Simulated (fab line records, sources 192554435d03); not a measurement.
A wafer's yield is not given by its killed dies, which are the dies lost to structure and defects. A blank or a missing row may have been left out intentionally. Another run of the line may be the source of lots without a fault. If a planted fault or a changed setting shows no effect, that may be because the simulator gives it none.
fab line records	flow n5_finfet
record lots=10	wafers=29	last_day=18
route steps=1938 shown WELL_APT@30 PMOS_HMC_CHANNEL_EPI@62 BEOL_M4@1111 PASSIVATION@1936
lots that met no fault: taken from a fault-free run of the same line
start_h: hours from the record's first day to the start of the lot's first wafer shown	wait_h: hours since the lot's step before	" the same as in the row above	L1.1+2: a single row standing in for several wafers	- no value, or no start given	* or withheld: withheld	< > ~ a bound
route shown NAME@n: names a module that has steps shown in the file, with the first one's number in the route	usual: mean/standard deviation of fault-free wafers	same: alike in all rows	chamber/n: place in a boat	sites: readings site by site	_std_site: the values' standard deviation	_edge_site: inner sites' mean taken away from outer sites' mean	radius_mm: how far each site lies from the wafer's centre	mask NAME#n: copy n	behind: tool/chamber where the wafer was last shaped	hold: reason for holding the lot/hours on hold/outcome of the hold	device: transistor that didn't switch, given as n, p or np	end of line: the same wafers' tests at the end of the route	a step without rows: its recipe alone	killed: not the wafer's yield, but the dies lost to structure and defects at the first sort	map: dies across one wafer; x = killed, . = not, _ = none there
set.NAME: the run value of the setting; set.NAME@STEP: its run value at that earlier step	model.NAME: the simulator's own value behind a step, which no gauge read
steps of the route over a sample of lots; a table a step, a row a wafer
services: the hour from which a tool's chamber was out of use, counted from the record's first day as start_h (under 0 if before that day), plus the number of hours and why
## steps
# step N5_WELL_APT_INSPECT_10
# recipe mode=adi	inspect_instrument=macro
# usual raw_defect_count=2.2/1.6
lot.wafer	tool	chamber	start_h	wait_h	raw_defect_count
L299.3	defect_inspect-02	-	25.99	0.0	2
L299.4	"	-	"	"	1
L299.6	"	-	"	"	2
L300.1	defect_inspect-01	-	32.17	0.0	2
L300.4	"	-	"	"	1
L300.5	"	-	"	"	1
L301.1	defect_inspect-02	-	37.86	0.0	4
L301.4	"	-	"	"	3
L301.6	"	-	"	"	4
L304.1	defect_inspect-01	-	55.73	0.0	2
L304.2	"	-	"	"	5
L304.3	"	-	"	"	2
L305.1	defect_inspect-02	-	61.73	0.0	0
L305.2	"	-	"	"	3
L305.3	"	-	"	"	6
L308.1	defect_inspect-02	-	79.61	0.0	0
L308.4	"	-	"	"	4
L308.6	"	-	"	"	0
L316.1	defect_inspect-02	-	127.67	0.0	1
L316.4	"	-	"	"	1
L317.3	defect_inspect-01	-	133.65	0.0	4
L317.5	"	-	"	"	2
L317.6	"	-	"	"	4
L319.1	defect_inspect-02	-	145.74	0.0	1
L319.3	"	-	"	"	2
L319.4	"	-	"	"	2
L320.2	defect_inspect-02	-	152.06	0.0	2
L320.4	"	-	"	"	5
L320.6	"	-	"	"	4
# step N5_PMOS_HMC_CHANNEL_EPI_EXPOSE_06
# recipe mask_id=PMOS_HMC_BLK	na=1.35	source_shape=conventional	sigma_outer=0.8	polarization=unpolarized	target_cd_nm=240	dose_mj=41
lot.wafer	tool	chamber	start_h	wait_h	mask
L299.3+4+6	arfi_scanner-03	0	29.19	-	PMOS_HMC_BLK#0
L300.1+4+5	arfi_scanner-03	0	35.65	-	PMOS_HMC_BLK#0
L301.1+4+6	arfi_scanner-02	0	41.81	-	PMOS_HMC_BLK#0
L304.1+2+3	arfi_scanner-02	0	58.75	-	PMOS_HMC_BLK#0
L305.1+2+3	arfi_scanner-02	0	64.81	-	PMOS_HMC_BLK#0
L308.1+4+6	arfi_scanner-03	0	82.89	-	PMOS_HMC_BLK#0
L316.1+4	arfi_scanner-03	0	131.32	-	PMOS_HMC_BLK#0
L317.3+5+6	arfi_scanner-03	0	137.38	-	PMOS_HMC_BLK#0
L319.1+3+4	arfi_scanner-02	0	149.48	-	PMOS_HMC_BLK#0
L320.2+4+6	arfi_scanner-03	0	157.69	-	PMOS_HMC_BLK#0
# step N5_PMOS_HMC_CHANNEL_EPI_CD_MEAS_09
# recipe target_cd_nm=237.4	landing_energy_ev=500	detector=se_inlens
# usual cd_nm=236.8/0.92
lot.wafer	tool	chamber	start_h	wait_h	cd_nm
L299.3	cd_sem-01	0	29.30	-	236.8
L299.4	"	0	"	"	239.1
L299.6	"	0	"	"	238.2
L300.1	cd_sem-01	0	35.77	-	238.2
L300.4	"	0	"	"	237.2
L300.5	"	0	"	"	236.6
L301.1	cd_sem-02	0	41.93	-	237.0
L301.4	"	0	"	"	236.8
L301.6	"	0	"	"	237.1
L304.1	cd_sem-02	0	58.87	-	236.6
L304.2	"	0	"	"	259.2
L304.3	"	0	"	"	237.5
L305.1	cd_sem-02	0	64.94	-	236.9
L305.2	"	0	"	"	257.1
L305.3	"	0	"	"	237.0
L308.1	cd_sem-02	0	83.02	-	237.5
L308.4	"	0	"	"	235.4
L308.6	"	0	"	"	236.8
L316.1	cd_sem-01	0	131.44	-	237.2
L316.4	"	0	"	"	236.6
L317.3	cd_sem-03	0	137.49	-	236.6
L317.5	"	0	"	"	237.3
L317.6	"	0	"	"	237.0
L319.1	cd_sem-02	0	149.61	-	237.9
L319.3	"	0	"	"	237.3
L319.4	"	0	"	"	236.6
L320.2	cd_sem-01	0	157.81	-	237.5
L320.4	"	0	"	"	235.8
L320.6	"	0	"	"	236.4
# step N5_PMOS_HMC_CHANNEL_EPI_INSPECT_11
# recipe mode=adi	inspect_instrument=macro
# usual raw_defect_count=2.2/1.4
lot.wafer	tool	chamber	start_h	wait_h	raw_defect_count
L299.3	defect_inspect-01	-	29.36	0.0	2
L299.4	"	-	"	"	2
L299.6	"	-	"	"	3
L300.1	defect_inspect-02	-	35.83	0.0	3
L300.4	"	-	"	"	2
L300.5	"	-	"	"	4
L301.1	defect_inspect-02	-	41.99	0.0	1
L301.4	"	-	"	"	3
L301.6	"	-	"	"	2
L304.1	defect_inspect-01	-	58.93	0.0	6
L304.2	"	-	"	"	4
L304.3	"	-	"	"	0
L305.1	defect_inspect-02	-	64.99	0.0	2
L305.2	"	-	"	"	3
L305.3	"	-	"	"	3
L308.1	defect_inspect-02	-	83.07	0.0	0
L308.4	"	-	"	"	4
L308.6	"	-	"	"	2
L316.1	defect_inspect-02	-	131.49	0.0	3
L316.4	"	-	"	"	4
L317.3	defect_inspect-01	-	137.55	0.0	1
L317.5	"	-	"	"	3
L317.6	"	-	"	"	3
L319.1	defect_inspect-01	-	149.66	0.0	0
L319.3	"	-	"	"	3
L319.4	"	-	"	"	3
L320.2	defect_inspect-02	-	157.86	0.0	0
L320.4	"	-	"	"	4
L320.6	"	-	"	"	3
# step N5_PMOS_HMC_CHANNEL_EPI_STRIP_33
# recipe chemistry=N2/H2	power_w=500	temp_c=40	pressure_mtorr=50	rf_frequency_hz=6e+07	overash_fraction=0.3	bias_power_w=8	h2_frac=0.5	n2_flow_sccm=300	h2_flow_sccm=300
# usual drypump_motor_current_A=5.8/0.37	n2_flow_sccm=299.9/0.89	oes_product_au=0.74/0.063	rf_vpp_V=54.2/1.8	showerhead_plenum_p_Torr=3.35/0.13	throttle_valve_pct=19.2/0.35
lot.wafer	tool	chamber	start_h	wait_h	drypump_motor_current_A	n2_flow_sccm	oes_product_au	rf_hours_counter_h	rf_vpp_V	showerhead_plenum_p_Torr	throttle_valve_pct
L299.3	rie_diel-05	0	29.52	0.0	5.4	299.7	0.79	96	51.3	3.26	19.3
L299.4	"	1	"	"	6.3	298.6	0.70	223	57.4	3.47	18.7
L299.6	"	1	"	"	6.2	299.3	0.69	-	54.5	3.47	18.7
L300.1	rie_diel-05	0	36.12	0.0	5.4	300.8	0.78	98	55.9	3.26	19.3
L300.4	"	2	"	"	5.4	299.3	0.69	221	56.2	3.47	19.6
L300.5	"	0	"	"	5.4	299.7	0.79	-	55.2	3.26	19.3
L301.1	rie_diel-06	1	42.15	0.0	6.2	301.2	0.79	115	56.1	3.52	19.4
L301.4	"	3	"	"	5.9	298.3	0.66	248	51.3	3.31	18.9
L301.6	"	0	"	"	5.5	299.5	0.74	-	52.7	3.19	19.4
L304.1	rie_diel-05	1	59.20	0.0	6.3	300.8	0.69	231	55.0	3.47	18.8
L304.2	"	2	"	"	5.5	299.0	0.70	227	52.8	3.47	19.7
L304.3	"	3	"	"	5.9	300.7	0.80	112	56.3	3.52	19.3
L305.1	rie_diel-05	3	65.16	0.0	5.9	300.7	0.81	114	53.1	3.51	19.3
L305.2	"	0	"	"	5.4	301.6	0.78	107	55.4	3.26	19.3
L305.3	"	1	"	"	6.3	299.3	0.69	233	54.7	3.47	18.8
L308.1	rie_diel-06	0	83.32	0.0	5.5	299.9	0.72	211	54.4	3.18	19.4
L308.4	"	1	"	"	6.2	301.3	0.77	128	51.4	3.51	19.5
L308.6	"	1	"	"	6.2	299.6	0.78	-	53.3	3.51	19.5
L316.1	rie_diel-06	1	131.75	0.0	6.2	300.5	0.77	144	51.5	3.50	19.5
L316.4	"	3	"	"	5.9	298.5	0.93	17	52.9	3.30	18.5
L317.3	rie_diel-05	2	138.40	0.0	5.4	299.9	0.67	250	54.2	3.45	19.7
L317.5	"	2	"	"	5.5	299.4	0.67	-	55.1	3.45	19.7
L317.6	"	3	"	"	5.9	299.5	0.78	-	53.4	3.50	19.3
L319.1	rie_diel-06	3	150.00	0.0	5.9	299.3	0.91	24	54.9	3.29	18.6
L319.3	"	0	"	"	5.5	299.3	0.70	234	52.7	3.17	19.5
L319.4	"	3	"	"	5.9	299.6	0.91	-	51.7	3.29	18.6
L320.2	rie_diel-01	0	158.03	0.0	6.7	301.3	0.73	205	51.8	3.35	18.8
L320.4	"	3	"	"	5.9	298.6	0.66	247	55.1	3.30	19.1
L320.6	"	2	"	"	6.0	300.3	0.74	-	54.6	3.24	18.8
# step N5_BEOL_M4_RC_MEAS_101
# usual DIBL_N=35.1/1.5	DIBL_P=35.2/2	IOFF_N=0.146/0.028	IOFF_P=0.20/0.036	ION_N=670/12	ION_P=462/8.2	SS_N=71.2/0.63	SS_P=73.1/0.7	VT_N=250/3.6	VT_P=-251/3.3
lot.wafer	tool	chamber	start_h	wait_h	DIBL_N[mV/V]	DIBL_P[mV/V]	IOFF_N[nA/um]	IOFF_P[nA/um]	ION_N[uA/um]	ION_P[uA/um]	SS_N[mV/dec]	SS_P[mV/dec]	VT_N[mV]	VT_P[mV]
L299.3	prober-01	0	171.05	0.3	36.7	36.8	0.158	0.21	646	448	72.1	72.9	253	-252
L299.4	"	0	"	"	34.2	34.3	0.117	0.17	669	460	70.9	72.4	255	-253
L299.6	"	0	"	"	35.7	35.8	0.134	0.19	655	453	71.5	72.8	255	-253
L300.1	prober-02	0	191.51	0.0	37.9	38.4	0.224	0.29	698	474	71.8	73.8	242	-245
L300.4	"	0	"	"	36.7	36.5	0.184	0.26	659	458	71.6	74.0	247	-246
L300.5	"	0	"	"	37.4	37.5	0.204	0.29	689	469	72.0	73.9	246	-245
L301.1	prober-01	0	191.73	0.1	33.9	32.1	0.117	0.17	671	464	70.1	72.3	253	-250
L301.4	"	0	"	"	36.1	34.9	0.152	0.20	688	466	70.9	73.4	248	-250
L301.6	"	0	"	"	36.2	35.1	0.156	0.21	692	476	71.3	73.6	249	-247
L304.1	prober-02	0	215.13	0.0	36.9	35.9	0.197	0.25	699	475	71.1	74.2	242	-245
L304.2	"	0	"	"	35.8	35.0	0.173	0.23	691	468	70.6	73.1	245	-244
L304.3	"	0	"	"	37.3	36.5	0.203	0.25	670	458	71.3	74.4	246	-247
L305.1	prober-01	0	216.66	0.0	34.3	37.1	0.143	0.21	665	463	70.8	73.3	253	-247
L305.2	"	0	"	"	34.2	36.8	0.154	0.21	681	470	71.8	73.1	250	-247
L305.3	"	0	"	"	34.9	37.4	0.160	0.21	680	468	71.5	74.0	248	-248
L308.1	prober-01	0	221.10	0.0	32.9	33.8	0.115	0.19	656	462	70.5	73.5	253	-253
L308.4	"	0	"	"	35.6	37.1	0.162	0.23	654	456	72.6	74.3	251	-248
L308.6	"	0	"	"	36.1	38.7	0.178	0.27	682	473	72.5	74.5	248	-245
L316.1	prober-01	0	288.64	0.0	34.3	33.0	0.113	0.16	673	463	70.9	72.8	253	-253
L316.4	"	0	"	"	36.1	35.3	0.139	0.19	674	468	70.2	73.2	251	-253
L317.3	prober-01	0	291.84	0.3	32.4	31.6	0.116	0.19	656	460	70.9	71.7	254	-251
L317.5	"	0	"	"	32.4	31.9	0.120	0.19	666	462	71.7	72.3	252	-249
L317.6	"	0	"	"	35.7	36.2	0.183	0.26	680	475	71.9	73.1	246	-245
L319.1	prober-01	0	324.03	0.0	33.1	32.6	0.103	0.15	657	456	70.5	71.4	257	-255
L319.3	"	0	"	"	32.8	33.5	0.110	0.17	664	464	70.8	72.8	253	-253
L319.4	"	0	"	"	33.7	33.0	0.116	0.16	670	451	70.2	72.3	253	-255
L320.2	prober-01	0	327.86	0.2	34.9	36.4	0.155	0.21	684	468	71.1	73.1	248	-249
L320.4	"	0	"	"	36.2	37.9	0.173	0.23	678	465	71.8	74.0	246	-250
L320.6	"	0	"	"	35.0	36.3	0.146	0.20	675	472	71.4	73.0	248	-250
# step N5_PASSIVATION_PROBE_49
# usual defect_limited_yield=91.4/1.4	killed_at_M0_to_M3=32/10	killed_at_M4_up=13/5.6	killed_at_contacts=13/6.6	killed_at_front_end=39/13	killed_at_other=3.4/2.8	killed_dies=101/17	killed_open=66/13	killed_short=33/7	sort_bin_5_function=5.0/0.93	sort_bin_6_memory=3.2/0.65	sort_n_pass=1078/17	sort_yield_pct=91.4/1.4
# same gross_dies=1180	killed_at_back_side=0	sort_bin_4_leakage[%]=0	sort_bin_8_speed[%]=0
lot.wafer	tool	chamber	start_h	wait_h	defect_limited_yield[%]	killed_at_M0_to_M3	killed_at_M4_up	killed_at_contacts	killed_at_front_end	killed_at_other	killed_dies	killed_open	killed_short	sort_bin_5_function[%]	sort_bin_6_memory[%]	sort_n_pass	sort_yield_pct[%]
L299.3	prober-01	-	276.83	0.1	90.3	34	7	35	33	5	114	71	43	5.7	3.7	1066	90.3
L299.4	prober-01	-	276.88	0.2	91.3	38	15	14	32	4	103	62	39	5.6	2.8	1077	91.3
L299.6	prober-01	-	276.98	0.3	90.5	47	14	17	32	2	112	69	40	5.8	3.3	1068	90.5
L305.2	prober-02	-	323.06	0.1	89.9	37	9	16	56	1	119	68	48	5.7	3.7	1061	89.9
L304.2	prober-01	-	335.00	0.1	89.9	40	15	4	52	8	119	63	38	5.0	3.5	1061	89.9
L316.1	prober-01	-	399.07	0.0	91.4	41	12	18	26	5	102	75	27	5.1	3.3	1078	91.4
L316.4	prober-01	-	399.22	0.2	93.0	34	17	5	24	3	83	63	20	4.7	2.2	1097	93.0
L317.3	prober-01	-	402.87	0.1	90.5	34	16	33	26	3	112	79	31	5.7	3.7	1068	90.5
L317.5	prober-01	-	402.97	0.2	92.2	27	10	12	40	3	92	58	33	4.6	2.8	1088	92.2
L319.1	prober-02	-	419.08	0.0	91.7	36	17	13	32	0	98	67	30	4.9	3.1	1082	91.7
L319.3	prober-02	-	419.18	0.1	90.0	41	10	13	54	0	118	71	41	5.5	3.8	1062	90.0
L319.4	prober-02	-	419.23	0.2	89.8	48	11	20	40	1	120	84	36	5.8	4.1	1060	89.8
# killed by level:class
L299.3 MOL_CONTACT_COAG:geometric_particle:open=25 MOL_CONTACT_COAG:geometric_particle:short=10 BEOL_M1:geometric_particle:open=10 STI_FIN_REVEAL:geometric_particle:open=7 BEOL_M0_SAQP:geometric_particle:open=5 BEOL_M1:geometric_particle:short=5 FIN_SAQP:geometric_particle:open=4 DUMMY_GATE:geometric_particle:open=4
L299.4 BEOL_M0_SAQP:geometric_particle:open=9 MOL_CONTACT_COAG:geometric_particle:open=9 FIN_SAQP:geometric_particle:open=8 BEOL_M0_SAQP:geometric_particle:short=8 BEOL_M1:geometric_particle:short=7 BEOL_M1:geometric_particle:open=7 BEOL_M4:geometric_particle:open=7 FIN_SAQP:geometric_particle:short=6
L299.6 MOL_CONTACT_COAG:geometric_particle:open=15 BEOL_M0_SAQP:geometric_particle:open=12 BEOL_M0_SAQP:geometric_particle:short=11 BEOL_M1:geometric_particle:short=8 BEOL_M1:geometric_particle:open=7 FIN_SAQP:geometric_particle:open=5 FIN_SAQP:geometric_particle:short=5 STI_FIN_REVEAL:geometric_particle:open=4
L305.2 FIN_SAQP:geometric_particle:short=20 BEOL_M3:geometric_particle:open=12 MOL_CONTACT_COAG:geometric_particle:open=10 BEOL_M2:geometric_particle:open=8 GATE_CUT:geometric_particle:short=6 MOL_CONTACT_COAG:geometric_particle:short=6 FIN_SAQP:geometric_particle:open=5 STI_FIN_REVEAL:geometric_particle:open=5
L304.2 HKMG_FIN:area_etch=13 BEOL_M0_SAQP:geometric_particle:short=11 BEOL_M0_SAQP:geometric_particle:open=9 BEOL_M2:geometric_particle:open=9 FIN_SAQP:geometric_particle:open=8 BEOL_M3:geometric_particle:open=6 BEOL_M4:geometric_particle:open=6 FIN_SAQP:geometric_particle:short=5
L316.1 MOL_CONTACT_COAG:geometric_particle:open=14 BEOL_M2:geometric_particle:open=11 BEOL_M3:geometric_particle:open=10 BEOL_M1:geometric_particle:open=5 STARTING-WAFER:geometric_particle:short=5 FIN_SAQP:geometric_particle:open=4 MOL_CONTACT_COAG:geometric_particle:short=4 BEOL_M0_SAQP:geometric_particle:open=4
L316.4 BEOL_M0_SAQP:geometric_particle:open=10 BEOL_M2:geometric_particle:open=10 FIN_SAQP:geometric_particle:open=7 MOL_CONTACT_COAG:geometric_particle:open=5 BEOL_M0_SAQP:geometric_particle:short=5 BEOL_M1:geometric_particle:open=4 BEOL_M3:geometric_particle:open=4 BEOL_M4:geometric_particle:open=4
L317.3 MOL_CONTACT_COAG:geometric_particle:open=21 MOL_CONTACT_COAG:geometric_particle:short=11 BEOL_M2:geometric_particle:open=11 BEOL_M4:geometric_particle:open=8 BEOL_M1:geometric_particle:open=7 BEOL_M0_SAQP:geometric_particle:short=6 FIN_SAQP:geometric_particle:open=4 STI_FIN_REVEAL:geometric_particle:open=4
L317.5 FIN_SAQP:geometric_particle:short=13 FIN_SAQP:geometric_particle:open=11 MOL_CONTACT_COAG:geometric_particle:open=10 BEOL_M0_SAQP:geometric_particle:short=7 BEOL_M2:geometric_particle:open=7 BEOL_M3:geometric_particle:open=6 DUMMY_GATE:geometric_particle:open=5 BEOL_M0_SAQP:geometric_particle:open=5
L319.1 STI_FIN_REVEAL:geometric_particle:open=12 MOL_CONTACT_COAG:geometric_particle:open=12 FIN_SAQP:geometric_particle:open=9 BEOL_M3:geometric_particle:open=8 BEOL_M0_SAQP:geometric_particle:open=6 BEOL_M0_SAQP:geometric_particle:short=6 BEOL_M1:geometric_particle:short=6 BEOL_M1:geometric_particle:open=4
L319.3 STI_FIN_REVEAL:geometric_particle:open=14 BEOL_M0_SAQP:geometric_particle:short=11 FIN_SAQP:geometric_particle:open=9 MOL_CONTACT_COAG:geometric_particle:open=9 FIN_SAQP:geometric_particle:short=8 BEOL_M0_SAQP:geometric_particle:open=8 BEOL_M1:geometric_particle:open=8 BEOL_M3:geometric_particle:open=6
L319.4 MOL_CONTACT_COAG:geometric_particle:open=16 STI_FIN_REVEAL:geometric_particle:open=15 FIN_SAQP:geometric_particle:open=12 BEOL_M0_SAQP:geometric_particle:short=10 BEOL_M1:geometric_particle:open=9 BEOL_M0_SAQP:geometric_particle:open=9 BEOL_M1:geometric_particle:short=8 FIN_SAQP:geometric_particle:short=4
## services
tool	chamber	start_h	hours	kind
arfi_scanner-02	-	8.62	1.0	pm
arfi_scanner-02	-	9.62	0.8	pm
rie_diel-01	1	11.75	3.3	repair
arfi_scanner-03	-	14.55	1.0	pm
arfi_scanner-02	-	21.63	1.3	pm
arfi_scanner-03	-	29.78	2.3	repair
rie_diel-06	-	32.08	0.6	repair
arfi_scanner-03	0	34.28	-	calibration
arfi_scanner-03	-	42.23	1.3	pm
arfi_scanner-03	-	58.55	0.3	repair
arfi_scanner-02	-	65.98	1.0	pm
arfi_scanner-02	-	76.76	0.8	pm
arfi_scanner-03	-	84.02	0.8	pm
arfi_scanner-02	-	100.44	12.0	pm
rie_diel-06	3	115.07	1.5	repair
rie_diel-05	-	119.41	0.5	repair
arfi_scanner-03	-	121.50	1.0	pm
arfi_scanner-03	-	138.04	2.4	repair
arfi_scanner-02	-	138.18	3.1	repair
rie_diel-05	2	138.77	-	clean
arfi_scanner-03	-	145.12	3.9	pm
rie_diel-06	1	147.10	9.0	repair
arfi_scanner-02	-	147.13	1.3	pm
rie_diel-05	1	148.74	7.9	repair
## key
first_sign step=N5_PMOS_HMC_CHANNEL_EPI_CD_MEAS_09	reading=cd_nm	direction=up	sigmas=23	usual=236.8	struck=258.2
effect none on later readings
met_at N5_PMOS_HMC_CHANNEL_EPI_EXPOSE_06
struck_lots L304,L305
struck_wafers L304.2,L305.2
baseline_loss step=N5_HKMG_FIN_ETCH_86	wafers=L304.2
not_acting_at N5_WELL_APT_INSPECT_10,N5_PMOS_HMC_CHANNEL_EPI_INSPECT_11,N5_PMOS_HMC_CHANNEL_EPI_STRIP_33
onset_between 41.81 58.75
fault kind=process_parameter_drift	tool=arfi_scanner-02	chamber=-	onset_h=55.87	steps=N5_PMOS_HMC_CHANNEL_EPI_EXPOSE_06	channel=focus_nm	offset=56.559	shape=step	end_h=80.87	scope=struck_wafers_only
# baseline_loss: these wafers lose ten dies or more at that step, a loss of the line's own and not of a fault; the sort's usual values leave them out
